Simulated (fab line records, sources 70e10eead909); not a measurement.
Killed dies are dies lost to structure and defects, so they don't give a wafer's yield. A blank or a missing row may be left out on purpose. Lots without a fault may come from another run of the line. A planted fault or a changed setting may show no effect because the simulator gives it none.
Chamber matching | flow nand_harc | NHARC_A_CONTACT_DESCUM_13 on rie_diel-13: 4 sister chambers
The step chemistry O2, time 3 s. 30 wafers are shown with their chamber, then 12 later ones without.

WAFERS WITH THEIR CHAMBER
wafer  | chamber | showerhead_plenum_p_Torr (Torr) | oes_product_au (a.u.) | rf_vpp_V (V)
L077.1 | 2       | 1.84                            | 1.007                 | 57.3
L077.5 | 3       | 1.82                            | 1.011                 | 56.6
L077.6 | 2       | 1.84                            | 1.003                 | 56.3
L078.2 | 0       | 1.77                            | 1.005                 | 56.3
L078.4 | 1       | 1.77                            | 0.985                 | 57.5
L078.5 | 3       | 1.82                            | 0.997                 | 57.0
L080.4 | 0       | 1.77                            | 1.013                 | 56.9
L080.5 | 2       | 1.84                            | 0.992                 | 57.9
L080.6 | 1       | 1.77                            | 0.990                 | 55.5
L083.3 | 1       | 1.76                            | 0.991                 | 57.5
L083.5 | 0       | 1.77                            | 1.002                 | 59.5
L083.6 | 3       | 1.82                            | 0.991                 | 58.7
L084.2 | 2       | 1.83                            | 0.982                 | 58.9
L084.3 | 3       | 1.82                            | 1.014                 | 58.0
L084.6 | 0       | 1.77                            | 1.011                 | 57.7
L086.1 | 1       | 1.76                            | 1.004                 | 56.9
L086.2 | 3       | 1.81                            | 1.001                 | 58.1
L086.6 | 0       | 1.76                            | 1.008                 | 58.7
L087.1 | 3       | 1.81                            | 0.999                 | 57.2
L087.3 | 2       | 1.83                            | 1.010                 | 56.6
L087.4 | 1       | 1.76                            | 1.008                 | 57.3
L091.1 | 2       | 1.83                            | 0.999                 | 57.8
L091.4 | 0       | 1.76                            | 1.004                 | 56.3
L091.6 | 2       | 1.83                            | 0.993                 | 57.5
L089.2 | 0       | 1.76                            | 1.010                 | 56.9
L089.3 | 1       | 1.76                            | 1.007                 | 56.5
L089.6 | 3       | 1.81                            | 0.993                 | 57.4
L090.3 | 1       | 1.76                            | 1.014                 | 58.0
L090.5 | 1       | 1.76                            | 1.000                 | 56.3
L090.6 | 0       | 1.76                            | 1.019                 | 57.3

SIGNATURES (means of the wafers above)
reading                  | chamber 0 | chamber 1 | chamber 2 | chamber 3 | scatter within a chamber
showerhead_plenum_p_Torr | 1.7650    | 1.7625    | 1.8343    | 1.8157    | 0.00516
oes_product_au           | 1.00900   | 0.99987   | 0.99800   | 1.00086   | 0.00869
rf_vpp_V                 | 57.450    | 56.938    | 57.471    | 57.571    | 0.906
Rule: a wafer's distance from a chamber is the root of the sum, over the readings, of the square of ((its reading less the chamber's mean) divided by the reading's scatter). The wafer belongs to the nearest chamber; if the next one is less than 2 further off, it can't be placed. The scatter: the root of (the sum of the squares of (reading less its chamber's mean) over the shown wafers, divided by (wafers less chambers)).

WAFERS WITHOUT THEIR CHAMBER
wafer  | showerhead_plenum_p_Torr (Torr) | oes_product_au (a.u.) | rf_vpp_V (V)
L093.1 | 1.81                            | 0.982                 | 56.7
L093.4 | 1.76                            | 0.999                 | 56.4
L093.5 | 1.83                            | 0.990                 | 57.5
L092.2 | 1.76                            | 1.003                 | 56.4
L092.3 | 1.81                            | 0.998                 | 57.7
L092.5 | 1.83                            | 0.985                 | 56.4
L096.1 | 1.81                            | 0.993                 | 58.2
L096.4 | 1.83                            | 1.021                 | 56.8
L096.5 | 2.08                            | 1.002                 | 59.0
L097.2 | 2.07                            | 0.998                 | 59.5
L097.3 | 2.07                            | 0.997                 | 59.1
L097.6 | 2.07                            | 0.987                 | 57.9

WHICH CHAMBER EACH WENT THROUGH
wafer  | from the rows above     | in truth
L093.1 | 3                       | 3
L093.4 | can't be placed: 1 or 0 | 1
L093.5 | can't be placed: 2 or 3 | 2
L092.2 | can't be placed: 1 or 0 | 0
L092.3 | 3                       | 3
L092.5 | can't be placed: 2 or 3 | 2
L096.1 | 3                       | 3
L096.4 | can't be placed: 2 or 3 | 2
L096.5 | 2                       | 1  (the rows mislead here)
L097.2 | 2                       | 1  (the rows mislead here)
L097.3 | 2                       | 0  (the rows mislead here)
L097.6 | 2                       | 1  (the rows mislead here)
Placed correctly: 3 of 12. Can't be placed from these rows: 5 (the true chamber is among the candidates in 5). Placed wrongly: 4.
